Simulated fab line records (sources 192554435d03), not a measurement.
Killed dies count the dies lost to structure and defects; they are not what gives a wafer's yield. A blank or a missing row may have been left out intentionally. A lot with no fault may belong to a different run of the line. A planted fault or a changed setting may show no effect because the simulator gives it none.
fab line records | flow n5_finfet
record: lots: 7 wafers: 21 last_day: 18
route steps=1938 shown BEOL_M7@1300 PASSIVATION@1936
lots untouched by any fault: they come from a run of this same line in which no faults occurred
start_h: start of the lot's first displayed wafer, in hours after the record's first day | wait_h: hours since the lot's step before | " same as the row above | L1.1+2: one row covering several wafers at once | - no value, or no start given | * or withheld: withheld | < > ~ a bound
route shown NAME@n: a module of which the file shows steps, and the number in the route of the first | usual: mean/standard deviation taken from wafers without a fault | same: alike in all rows | chamber/n: place in a boat | sites: the reading at each site | _std_site: the values' standard deviation | _edge_site: the outer-site mean with the inner-site mean subtracted | radius_mm: for every site, how far away it sits from the centre of the wafer | mask NAME#n: copy n | behind: the tool/chamber that last shaped the wafer | hold: what put the lot on hold/how long, in hours/how the hold closed | device: the transistor (n, p or np) that didn't switch | end of line: tests of these same wafers at the route's end | for a step that has no rows: nothing shown but its recipe | killed: the dies lost at the first sort to structure and to defects; this is not the yield of the wafer | map: a wafer's dies, x killed, . not, _ none there
set.NAME: the run value of the setting; set.NAME@STEP: its run value at that earlier step | model.NAME: the simulator's own value behind a step, which no gauge read
lots at selected steps of the route; one table per step, one row per wafer
services: a tool's chamber out of use, with start hour (start_h, from the record's first day; less than 0 if before it), hours out, and reason
== steps ==
step: N5_BEOL_M7_ETCH_72
recipe: chemistry: N2/H2 target: underlayer target_depth_a: 65 mask_material: CAR-EUV time_s: 5.2 ion_energy_ev: 200 pressure_mtorr: 30 source_w: 840 bias_w: 150 n2_flow_sccm: 200 h2_flow_sccm: 200 ends: cleared
step: N5_BEOL_M7_ETCH_65
recipe: chemistry: CF4 target: SiARC target_depth_a: 156 mask_material: CAR-EUV time_s: 26 ion_energy_ev: 80 pressure_mtorr: 40 source_w: 545 bias_w: 36 Ar_flow_sccm: 100 cf4_flow_sccm: 100 ends: cleared
step: N5_BEOL_M7_ETCH_66
recipe: chemistry: N2/H2 target: SOC target_depth_a: 800 overetch_a: 160 mask_material: SiARC temp_c: 40 time_s: 120 ion_energy_ev: 200 pressure_mtorr: 30 source_w: 840 bias_w: 150 n2_flow_sccm: 200 h2_flow_sccm: 200
usual: drypump_motor_current_A: 5.5/0.37 n2_flow_sccm: 199.9/0.57 oes_product_au: 0.60/0.067 rf_vpp_V: 523.4/2.4 showerhead_plenum_p_Torr: 2.53/0.093 throttle_valve_pct: 17.87/0.23
columns lot.wafer tool chamber start_h wait_h drypump_motor_current_A n2_flow_sccm oes_product_au rf_hours_counter_h rf_vpp_V showerhead_plenum_p_Torr throttle_valve_pct
L845.2 rie_diel-04 3 213.41 0.0 5.4 201.1 0.55 207 525.8 2.63 17.96
L845.4 " 2 " " 5.7 200.4 0.55 175 521.1 2.42 17.69
L845.6 " 2 " " 5.7 200.5 0.55 - 519.9 2.42 17.70
L848.2 rie_diel-04 2 246.13 0.0 5.7 199.2 0.54 185 520.7 2.41 17.71
L848.4 " 3 " " 5.4 199.7 0.54 217 525.0 2.63 17.96
L848.5 " 2 " " 5.7 199.3 0.55 - 520.2 2.41 17.73
L850.4 rie_diel-04 2 250.85 0.0 5.7 199.7 0.55 - 521.9 2.41 17.72
L850.5 " 0 " " 5.7 199.2 0.64 - 522.2 2.47 17.78
L850.6 " 3 " " 5.4 199.9 0.54 - 525.4 2.63 17.96
L849.2 rie_diel-04 0 263.59 0.0 5.6 200.1 0.64 75 521.3 2.47 17.78
L849.3 " 1 " " 5.0 199.9 0.76 0 522.5 2.50 17.61
L849.6 " 1 " " 5.0 200.1 0.76 - 522.5 2.50 17.59
L852.2 rie_diel-06 1 278.48 0.0 5.4 200.4 0.61 91 522.6 2.46 18.01
L852.4 " 2 " " 6.1 199.9 0.57 158 524.0 2.55 17.93
L852.5 " 1 " " 5.4 199.3 0.62 - 521.1 2.46 18.01
L861.1 rie_diel-02 3 339.73 0.0 5.7 200.3 0.63 89 527.3 2.69 18.27
L861.2 " 2 " " 5.8 199.5 0.65 61 520.3 2.46 17.45
L861.6 " 3 " " 5.7 199.2 0.63 - 527.8 2.69 18.27
L863.1 rie_diel-06 0 343.41 0.0 5.5 199.9 0.54 199 526.0 2.65 18.08
L863.5 " 0 " " 5.5 199.5 0.54 - 526.5 2.65 18.09
L863.6 " 1 " " 5.4 200.5 0.61 - 520.6 2.45 18.05
step: N5_BEOL_M7_STRIP_69
recipe: chemistry: N2/H2 temp_c: 40 n2_flow_sccm: 200 h2_flow_sccm: 200 rf_frequency_hz: 6e+07
step: N5_BEOL_M7_STRIP_73
recipe: chemistry: N2/H2 temp_c: 40 n2_flow_sccm: 200 h2_flow_sccm: 200 rf_frequency_hz: 6e+07
step: N5_BEOL_M7_VIA_ETCH_34
recipe: chemistry: C4F6/O2 target: SiCOH_lowk target_depth_a: 1255 mask_material: SOC taper_deg: 4 time_s: 50.5 ion_energy_ev: 250 pressure_mtorr: 30 source_w: 345 bias_w: 185 Ar_flow_sccm: 300 C4F6_flow_sccm: 10 O2_flow_sccm: 10
step: N5_BEOL_M7_STRIP_76
recipe: chemistry: C4F6/O2 resist: SiARC rf_frequency_hz: 6e+07
step: N5_BEOL_M7_STRIP_36
recipe: chemistry: N2/H2 power_w: 450 temp_c: 40 pressure_mtorr: 20 rf_frequency_hz: 6e+07 overash_fraction: 0.3 bias_power_w: 7 h2_frac: 0.5 n2_flow_sccm: 200 h2_flow_sccm: 200
step: N5_BEOL_M7_TRENCH_ETCH_37
recipe: chemistry: C4F6/O2 target_depth_a: 934.78 target: SiCOH_lowk time_s: 31.2 ion_energy_ev: 250 pressure_mtorr: 30 source_w: 345 bias_w: 185 Ar_flow_sccm: 300 C4F6_flow_sccm: 10 O2_flow_sccm: 10
step: N5_BEOL_M7_ETCH_41
recipe: chemistry: CH3F/O2 target: SiCN target_depth_a: 319 taper_deg: 2 time_s: 57.8 ion_energy_ev: 120 mask_material: TiN pressure_mtorr: 30 source_w: 395 bias_w: 75 Ar_flow_sccm: 150 CH3F_flow_sccm: 30 O2_flow_sccm: 20
step: N5_BEOL_M7_STRIP_80
recipe: chemistry: N2/H2 time_s: 10 power_w: 450 temp_c: 40 pressure_mtorr: 20 rf_frequency_hz: 6e+07 bias_power_w: 7 n2_flow_sccm: 200 h2_flow_sccm: 200
usual: bias_power_w: 7.001/0.02 chamber_pressure_mTorr: 19.999/0.017 drypump_motor_current_A: 5.5/0.37 n2_flow_sccm: 200.0/0.61 oes_product_au: 0.79/0.09 rf_vpp_V: 59.3/0.91 showerhead_plenum_p_Torr: 2.53/0.093 throttle_valve_pct: 23.7/0.31
columns lot.wafer tool chamber start_h wait_h bias_power_w chamber_pressure_mTorr drypump_motor_current_A n2_flow_sccm oes_product_au rf_hours_counter_h rf_vpp_V showerhead_plenum_p_Torr throttle_valve_pct
L845.2 rie_diel-04 3 - - 7.019 19.985 5.4 200.0 0.70 207 59.8 2.63 23.6
L845.4 " 2 " " 6.985 20.017 5.7 200.4 0.71 175 59.1 2.41 23.3
L845.6 " 2 " " 6.997 20.042 5.7 201.3 0.71 - 59.0 2.41 23.3
L848.2 rie_diel-04 2 - - 7.022 19.999 5.7 199.6 0.70 186 59.1 2.41 23.3
L848.4 " 3 " " 6.989 19.993 5.4 200.8 0.70 217 58.7 2.63 23.6
L848.5 " 2 " " 7.019 20.004 5.7 199.7 0.71 - 60.2 2.41 23.3
L850.4 rie_diel-04 2 - - 6.958 20.013 5.7 199.9 0.70 - 60.7 2.41 23.3
L850.5 " 0 " " 6.999 20.017 5.6 199.6 0.82 - 58.5 2.47 23.8
L850.6 " 3 " " 6.973 19.992 5.4 199.6 0.69 - 61.0 2.62 23.6
L849.2 rie_diel-04 0 - - 7.022 20.018 5.6 200.7 0.81 75 58.5 2.47 23.8
L849.3 " 1 " " 6.997 20.019 5.0 199.7 0.99 0 59.8 2.49 23.4
L849.6 " 1 " " 7.016 20.017 5.0 200.2 0.98 - 59.1 2.49 23.4
L852.2 rie_diel-06 1 - - 7.010 20.016 5.4 199.7 0.81 91 59.3 2.45 23.9
L852.4 " 2 " " 7.021 19.996 6.1 200.7 0.75 158 59.4 2.54 23.8
L852.5 " 1 " " 6.985 20.002 5.4 199.9 0.81 - 60.0 2.45 23.9
L861.1 rie_diel-02 3 - - 7.012 20.007 5.7 200.2 0.80 90 59.8 2.68 24.3
L861.2 " 2 " " 7.009 20.001 5.8 198.9 0.85 61 58.6 2.46 23.3
L861.6 " 3 " " 7.002 20.011 5.7 200.2 0.81 - 60.4 2.68 24.3
L863.1 rie_diel-06 0 - - 7.019 19.998 5.6 199.5 0.71 199 59.0 2.64 24.1
L863.5 " 0 " " 7.013 19.994 5.6 199.7 0.72 - 61.4 2.64 24.1
L863.6 " 1 " " 7.016 20.005 5.4 200.2 0.79 - 60.1 2.45 23.9
step: N5_BEOL_M7_OCD_MEAS_38
usual: trench_depth_nm: 93.2/2.4
columns lot.wafer tool chamber start_h wait_h trench_depth_nm
L845.2 ocd-02 - 213.76 - 91.3
L845.4 " - " " 92.4
L845.6 " - " " 91.1
L848.2 ocd-01 - 246.48 - 92.7
L848.4 " - " " 92.5
L848.5 " - " " 93.2
L850.4 ocd-01 - 251.16 - 92.7
L850.5 " - " " 92.3
L850.6 " - " " 92.1
L849.2 ocd-02 - 263.94 - 90.9
L849.3 " - " " 92.1
L849.6 " - " " 92.0
L852.2 ocd-01 - 278.84 - 96.7
L852.4 " - " " 95.7
L852.5 " - " " 96.7
L861.1 ocd-02 - 340.08 - 92.7
L861.2 " - " " 94.4
L861.6 " - " " 93.0
L863.1 ocd-02 - 343.76 - 95.1
L863.5 " - " " 95.3
L863.6 " - " " 96.5
step: N5_BEOL_M7_HM_STRIP_39
recipe: chemistry: peroxide_tin_strip material: TiN target_depth_a: 250 temp_c: 50 time_s: 158
usual: bath_guard_temp_C: 49.8/0.49 bath_heat_duty_pct: 7.1/0.94
columns lot.wafer tool chamber start_h wait_h bath_guard_temp_C bath_heat_duty_pct model.TiN_of_BEOL_M7_HM_DEP_02.thk_nm
L845.2 wet_bench-04 6 213.79 0.0 49.2 7.8 0
L845.4 " 5 " " 49.9 6.3 0
L845.6 " 7 " " 50.9 6.1 0
L848.2 wet_bench-04 0 246.51 0.0 - - 17
L848.4 " 1 " " - - 17.6
L848.5 " 2 " " - - 17.2
L850.4 wet_bench-04 2 251.19 0.0 - - 17.4
L850.5 " 7 " " - - 17.4
L850.6 " 6 " " - - 17.2
L849.2 wet_bench-03 6 263.97 0.0 - - 17.2
L849.3 " 2 " " - - 17.4
L849.6 " 1 " " - - 17.4
L852.2 wet_bench-03 6 278.87 0.0 49.5 6.1 0
L852.4 " 1 " " 49.6 6.6 0
L852.5 " 2 " " 50.0 6.0 0
L861.1 wet_bench-02 6 340.11 0.0 49.6 8.0 0
L861.2 " 7 " " 50.6 6.6 0
L861.6 " 5 " " 50.3 7.2 0
L863.1 wet_bench-03 0 343.79 0.0 49.8 8.3 0
L863.5 " 4 " " 50.6 7.1 0
L863.6 " 1 " " 50.0 4.7 0
step: N5_BEOL_M7_SRD_40
recipe: time_s: 30 temp_c: 23 rinse_liquid: diw dry: ipa_marangoni
step: N5_BEOL_M7_PRECLEAN_42
recipe: chemistry: residue_remover time_s: 60 temp_c: 40
columns lot.wafer tool chamber start_h wait_h model.TiN_of_BEOL_M7_HM_DEP_02.thk_nm
L845.2+4+6 wet_bench-04 6,5,7 213.86 0.0 0
L848.2 wet_bench-04 0 246.57 0.0 6
L848.4 " 1 " " 6.6
L848.5 " 2 " " 6.2
L850.4+5 wet_bench-04 2,7 251.25 0.0 6.4
L850.6 " 6 " " 6.2
L849.2 wet_bench-03 6 264.04 0.0 6.2
L849.3+6 " 2,1 " " 6.4
L852.2+4+5 wet_bench-03 6,1,2 278.93 0.0 0
L861.1+2+6 wet_bench-02 6,7,5 340.17 0.0 0
L863.1+5+6 wet_bench-03 0,4,1 343.85 0.0 0
step: N5_BEOL_M7_SRD_43
recipe: time_s: 30 temp_c: 23 rinse_liquid: diw dry: ipa_marangoni
step: N5_BEOL_M7_CD_MEAS_35
recipe: target_cd_nm: 40 polarity: opening
usual: cd_nm: 39.6/0.91
columns lot.wafer tool chamber start_h wait_h cd_nm
L845.2 cd_sem-01 - 213.91 0.0 41.2
L845.4 " - " " 40.2
L845.6 " - " " 39.7
L848.2 cd_sem-01 - 246.63 0.0 39.8
L848.4 " - " " 38.9
L848.5 " - " " 41.0
L850.4 cd_sem-01 - 251.32 0.0 39.2
L850.5 " - " " 39.2
L850.6 " - " " 38.9
L849.2 cd_sem-03 - 264.10 0.0 38.2
L849.3 " - " " 38.4
L849.6 " - " " 37.8
L852.2 cd_sem-01 - 278.99 0.0 39.6
L852.4 " - " " 39.5
L852.5 " - " " 39.7
L861.1 cd_sem-02 - 340.23 0.0 39.1
L861.2 " - " " 40.1
L861.6 " - " " 39.1
L863.1 cd_sem-03 - 343.91 0.0 39.0
L863.5 " - " " 39.2
L863.6 " - " " 38.5
step: N5_BEOL_M7_CURE_75
recipe: temp_c: 370 time_s: 120 ambient: DMADMS/He material: SiCOH_lowk
usual: lamp_power_pct: 52.31/0.053 wafer_temp_C_max: 371.6/0.76
columns lot.wafer tool chamber start_h wait_h lamp_power_pct wafer_temp_C_max
L845.2 uv_cure-03 2 214.08 0.2 52.33 371.1
L845.4 " 2 " " 52.29 370.5
L845.6 " 2 " " 52.34 370.8
L848.2 uv_cure-03 1 246.72 0.1 52.29 371.0
L848.4 " 1 " " 52.37 370.5
L848.5 " 1 " " 52.26 370.3
L850.4 uv_cure-01 0 251.50 0.2 52.23 371.7
L850.5 " 0 " " 52.23 371.6
L850.6 " 0 " " 52.27 371.1
L849.2 uv_cure-01 1 264.22 0.1 52.24 371.1
L849.3 " 1 " " 52.25 371.1
L849.6 " 1 " " 52.34 371.0
L852.2 uv_cure-03 0 279.08 0.1 52.22 372.7
L852.4 " 0 " " 52.35 373.0
L852.5 " 0 " " 52.32 374.1
L861.1 uv_cure-02 0 340.27 0.0 52.35 372.7
L861.2 " 0 " " 52.32 372.2
L861.6 " 0 " " 52.25 372.5
L863.1 uv_cure-03 1 344.04 0.1 52.34 371.4
L863.5 " 1 " " 52.35 370.8
L863.6 " 1 " " 52.29 370.8
step: N5_BEOL_M7_DEGAS_44
recipe: ambient: vacuum temp_c: 250 time_s: 60
usual: heater_power_w: 324/33
columns lot.wafer tool chamber start_h wait_h heater_power_w
L845.2 pvd_sputter-01 - 215.05 0.9 342
L845.4 " - " " 321
L845.6 " - " " 356
L848.2 pvd_sputter-03 - 247.36 0.6 375
L848.4 " - " " 322
L848.5 " - " " 292
L850.4 pvd_sputter-02 - 251.89 0.3 274
L850.5 " - " " 346
L850.6 " - " " 323
L849.2 pvd_sputter-03 - 264.51 0.2 289
L849.3 " - " " 380
L849.6 " - " " 291
L852.2 pvd_sputter-02 - 279.65 0.5 354
L852.4 " - " " 330
L852.5 " - " " 324
L861.1 pvd_sputter-03 - 340.74 0.4 274
L861.2 " - " " 377
L861.6 " - " " 314
L863.1 pvd_sputter-03 - 344.48 0.4 381
L863.5 " - " " 277
L863.6 " - " " 373
step: N5_BEOL_M7_PRE_CLEAN_45
recipe: gas: H2/He time_s: 30 temp_c: 250
usual: heater_power_w: 325/33
columns lot.wafer tool chamber start_h wait_h heater_power_w
L845.2 pvd_sputter-01 - 215.13 0.0 342
L845.4 " - " " 336
L845.6 " - " " 369
L848.2 pvd_sputter-03 - 247.40 0.0 383
L848.4 " - " " 318
L848.5 " - " " 293
L850.4 pvd_sputter-02 - 251.93 0.0 277
L850.5 " - " " 341
L850.6 " - " " 329
L849.2 pvd_sputter-03 - 264.55 0.0 287
L849.3 " - " " 381
L849.6 " - " " 290
L852.2 pvd_sputter-02 - 279.69 0.0 352
L852.4 " - " " 333
L852.5 " - " " 327
L861.1 pvd_sputter-03 - 340.78 0.0 280
L861.2 " - " " 372
L861.6 " - " " 317
L863.1 pvd_sputter-03 - 344.52 0.0 371
L863.5 " - " " 281
L863.6 " - " " 379
step: N5_BEOL_M7_ALD_77
recipe: material: TaN target_thk_a: 20 temp_c: 275 ald_precursor_family: PDMAT ald_co_reactant: NH3 pressure_torr: 3 carrier_flow_sccm: 1500 pulse_time_s: 2 purge_time_s: 3 co_reactant_purge_time_s: 2 co_reactant_pulse_time_s: 3 ald_cycles: 40 precursor_vessel_temp_c: 75 precursor_vessel_pressure_torr: 26.25 precursor_vessel_carrier_sccm: 1000
step: N5_BEOL_M7_SURFACE_TREAT_79
recipe: gas: Ar time_s: * ion_energy_ev: * ion_current_ma_cm2: 0.5 pressure_mtorr: * ar_flow_sccm: 30
step: N5_BEOL_M7_CVD_78
recipe: material: Co target_thk_a: 20 temp_c: withheld precursor: CCTBA/H2 pressure_torr: 30 time_s: 142.3
step: N5_BEOL_M7_SPUTTER_48
recipe: material: Cu target_thk_a: 100 temp_c: -20 bias_v: 60 power_w: 26000 chamber_pressure_pa: 0.13 time_s: 1.667
step: N5_BEOL_M7_ECD_50
recipe: material: Cu target_thk_a: 3000
step: N5_BEOL_M7_ANNEAL_51
recipe: temp_c: 225 time_s: 90 ambient: N2
step: N5_BEOL_M7_CMP_52
recipe: stop_on: SiCOH_lowk t_overpolish_s: 6.9 down_force_psi: 1 platen_rpm: 50 clearing_platen_down_force_psi: 1.5 clearing_platen_rpm: 50 post_cmp_clean: cu_alkaline target_thk_nm: 80 clearing_platen_pad_velocity_m_s: 0.99484 pad_velocity_m_s: 0.99484
usual: barrier_field_endpoint_s: 29.2/0.87 head_pressure_psi: 1.0004/0.0019 motor_current_A: 5.9/0.64
columns lot.wafer tool chamber start_h wait_h barrier_field_endpoint_s head_pressure_psi motor_current_A
L845.2 cmp-03 0 216.82 0.2 28.9 0.9999 5.8
L845.4 " 1 " " 29.1 1.0007 5.8
L845.6 " 3 " " 29.3 1.0000 5.2
L848.4 cmp-02 2 248.75 0.1 37.2 1.0010 6.8
L848.2 " 0 " " 37.5 1.0003 5.4
L848.5 " 3 " " 36.5 1.0021 5.8
L850.4 cmp-01 1 253.58 0.2 37.4 1.0009 5.1
L850.6 " 0 " " 36.6 1.0009 6.2
L850.5 " 1 " " 37.1 0.9995 5.3
L849.3 cmp-01 0 266.75 0.2 37.1 1.0050 6.1
L849.2 " 2 " " 35.3 1.0019 5.4
L849.6 " 0 " " 37.0 1.0022 6.5
L852.2 cmp-01 3 281.06 0.2 30.3 0.9988 6.3
L852.4 " 0 " " 30.4 0.9947 5.9
L852.5 " 3 " " 30.3 0.9997 6.1
L861.2 cmp-02 3 341.99 0.3 30.1 1.0011 5.6
L861.1 " 0 " " 30.2 1.0007 5.7
L861.6 " 0 " " 30.1 1.0029 5.3
L863.1 cmp-02 2 347.07 0.5 29.2 1.0022 6.8
L863.5 " 3 " " 29.8 0.9986 5.5
L863.6 " 0 " " 30.8 0.9997 5.3
step: N5_BEOL_M7_THK_MEAS_53
recipe: thk_meas_gauge: xrf reads: Cu_of_BEOL_M7_ECD_50
usual: M7_THK: 79.2/2.8
columns lot.wafer tool chamber start_h wait_h M7_THK[nm]
L845.2 film_metro-02 - 217.08 - 80.6
L845.4 " - " " 78.3
L845.6 " - " " 77.3
L848.2 film_metro-02 - 249.05 - 79.9
L848.4 " - " " 77.1
L848.5 " - " " 78.5
L850.4 film_metro-01 - 253.84 - 78.6
L850.5 " - " " 77.9
L850.6 " - " " 76.9
L849.2 film_metro-01 - 267.01 - 76.4
L849.3 " - " " 77.3
L849.6 " - " " 77.8
L852.2 film_metro-01 - 281.32 - 82.8
L852.4 " - " " 81.5
L852.5 " - " " 83.2
L861.1 film_metro-02 - 342.29 - 76.6
L861.2 " - " " 77.1
L861.6 " - " " 77.9
L863.1 film_metro-01 - 347.25 - 81.7
L863.5 " - " " 82.3
L863.6 " - " " 84.0
step: N5_PASSIVATION_PROBE_49
usual: defect_limited_yield: 91.0/1.4 killed_at_M0_to_M3: 35/10 killed_at_M4_up: 14/5.5 killed_at_contacts: 13/5.6 killed_at_front_end: 41/11 killed_at_other: 4/3.4 killed_dies: 106/16 killed_open: 68/12 killed_short: 35/7.3 sort_bin_4_leakage: 0.3/2.1 sort_bin_5_function: 5.3/0.89 sort_bin_6_memory: 3.4/0.67 sort_bin_8_speed: 0.01/0.11 sort_n_pass: 1070/28 sort_yield_pct: 90.7/2.4
same: gross_dies: 1180 killed_at_back_side: 0
columns lot.wafer tool chamber start_h wait_h defect_limited_yield[%] killed_at_M0_to_M3 killed_at_M4_up killed_at_contacts killed_at_front_end killed_at_other killed_dies killed_open killed_short sort_bin_4_leakage[%] sort_bin_5_function[%] sort_bin_6_memory[%] sort_bin_8_speed[%] sort_n_pass sort_yield_pct[%]
L849.2 prober-02 - 350.57 0.1 92.5 34 12 12 31 0 89 57 32 0 4.8 2.2 0 1091 92.5
L852.2 prober-02 - 355.33 0.1 91.0 47 16 3 36 4 106 70 36 1.5 5.3 3.4 0 1056 89.5
L852.4 prober-02 - 355.43 0.2 90.4 46 17 11 39 0 113 77 35 0 5.3 4.0 0 1067 90.4
L852.5 prober-02 - 355.48 0.2 93.1 29 17 7 29 0 82 55 26 0 3.6 3.0 0 1098 93.1
killed by level:class
L849.2 BEOL_M1:geometric_particle:open=10 BEOL_M0_SAQP:geometric_particle:short=10 MOL_CONTACT_COAG:geometric_particle:open=9 FIN_SAQP:geometric_particle:short=8 FIN_SAQP:geometric_particle:open=6 STI_FIN_REVEAL:geometric_particle:open=6 BEOL_M0_SAQP:geometric_particle:open=6 BEOL_M2:geometric_particle:open=5
L852.2 BEOL_M3:geometric_particle:open=13 BEOL_M0_SAQP:geometric_particle:short=11 FIN_SAQP:geometric_particle:short=8 STI_FIN_REVEAL:geometric_particle:open=8 FIN_SAQP:geometric_particle:open=7 BEOL_M0_SAQP:geometric_particle:open=6 BEOL_M1:geometric_particle:open=6 BEOL_M4:geometric_particle:open=5
L852.4 BEOL_M3:geometric_particle:open=14 FIN_SAQP:geometric_particle:open=11 MOL_CONTACT_COAG:geometric_particle:open=10 BEOL_M0_SAQP:geometric_particle:short=7 BEOL_M4:geometric_particle:open=7 BEOL_M2:geometric_particle:open=6 BEOL_M0_SAQP:geometric_particle:open=5 BEOL_M0:geometric_particle:short=5
L852.5 BEOL_M3:geometric_particle:open=9 FIN_SAQP:geometric_particle:open=6 BEOL_M4:geometric_particle:open=6 DUMMY_GATE:geometric_particle:open=5 MOL_CONTACT_COAG:geometric_particle:open=5 BEOL_M2:geometric_particle:open=5 FIN_SAQP:geometric_particle:short=3 BEOL_M0_SAQP:geometric_particle:short=3
== services ==
columns tool chamber start_h hours kind
cmp-03 - 197.42 0.9 repair
cmp-01 - 200.65 0.3 repair
cmp-01 - 203.69 1.4 repair
uv_cure-01 - 205.79 7.5 pm
rie_diel-04 0 222.79 11.3 repair
uv_cure-03 - 225.12 2.8 pm
cmp-02 - 225.93 1.8 repair
rie_diel-04 2 228.08 2.4 repair
cmp-02 - 229.14 4.0 pm
uv_cure-03 - 247.76 1.0 pm
cmp-02 - 275.01 1.8 repair
wet_bench-04 - 287.69 4.4 pm
cmp-03 - 289.89 0.8 repair
cmp-01 - 291.28 3.5 repair
cmp-02 - 294.31 4.3 repair
rie_diel-06 2 299.45 8.1 repair
cmp-03 - 312.48 0.7 repair
uv_cure-01 - 315.48 1.0 pm
cmp-03 - 315.57 5.6 repair
pvd_sputter-03 - 316.53 4.6 repair
uv_cure-01 - 331.95 24.9 pm
rie_diel-06 0 337.05 4.8 repair
cmp-03 - 339.87 4.0 pm
cmp-01 - 346.94 1.4 repair
== key ==
first_sign: step: N5_BEOL_M7_HM_STRIP_39 reading: tool_record direction: missing
effect: step: N5_BEOL_M7_CMP_52 reading: barrier_field_endpoint_s direction: up sigmas: 8.9 usual: 29.2 struck: 36.9
model_effect: step: N5_BEOL_M7_HM_STRIP_39 value: TiN_of_BEOL_M7_HM_DEP_02.thk_nm without: 0 struck: 17.31
model_effect: step: N5_BEOL_M7_PRECLEAN_42 value: TiN_of_BEOL_M7_HM_DEP_02.thk_nm without: 0 struck: 6.311
met_at N5_BEOL_M7_HM_STRIP_39
struck_wafers L848.2,L848.4,L848.5,L849.2,L849.3,L849.6,L850.4,L850.5,L850.6
onset_between 213.79 246.51
fault: kind: skipped_step_whole tool: wet_bench-03,wet_bench-04 chamber: - onset_h: 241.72 steps: N5_BEOL_M7_HM_STRIP_39 scope: struck_lots_only
